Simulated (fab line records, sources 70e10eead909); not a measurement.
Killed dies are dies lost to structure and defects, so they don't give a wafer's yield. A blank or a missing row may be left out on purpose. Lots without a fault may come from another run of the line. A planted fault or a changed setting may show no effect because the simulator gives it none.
Chamber matching | flow nand_harc | NHARC_P_CONTACT_DEP_30 on pecvd-03: 3 sister chambers
The step deposits SiNx, target thk 30 nm. 3 wafers are shown with their chamber, then 7 later ones without.

WAFERS WITH THEIR CHAMBER
wafer  | chamber | heater_power_w (W)
L293.4 | 1       | 683
L297.2 | 0       | 763
L297.5 | 2       | 585

WAFERS WITHOUT THEIR CHAMBER
wafer  | heater_power_w (W)
L297.6 | 735
L299.1 | 793
L299.2 | 626
L299.5 | 689
L303.2 | 771
L303.4 | 625
L303.6 | 802

WHICH CHAMBER EACH WENT THROUGH
wafer  | from the rows above     | in truth
L297.6 | can't be placed: 0 or 1 | 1
L299.1 | 0                       | 0
L299.2 | can't be placed: 2 or 1 | 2
L299.5 | 1                       | 1
L303.2 | 0                       | 0
L303.4 | can't be placed: 2 or 1 | 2
L303.6 | 0                       | 0
Placed correctly: 4 of 7. Can't be placed from these rows: 3 (the true chamber is among the candidates in 3). Placed wrongly: 0.
How it was worked out, from the rows above alone: a wafer's distance from a chamber is the root of the sum, over the readings, of the square of ((its reading less the chamber's mean) divided by the reading's scatter). The wafer belongs to the nearest chamber; if the next one is less than 2 further off, it can't be placed. A chamber's mean is the mean of its shown wafers. The scatter: with one shown wafer a chamber, the root of the mean of the squares of how far each hidden wafer lies from its nearest shown one.
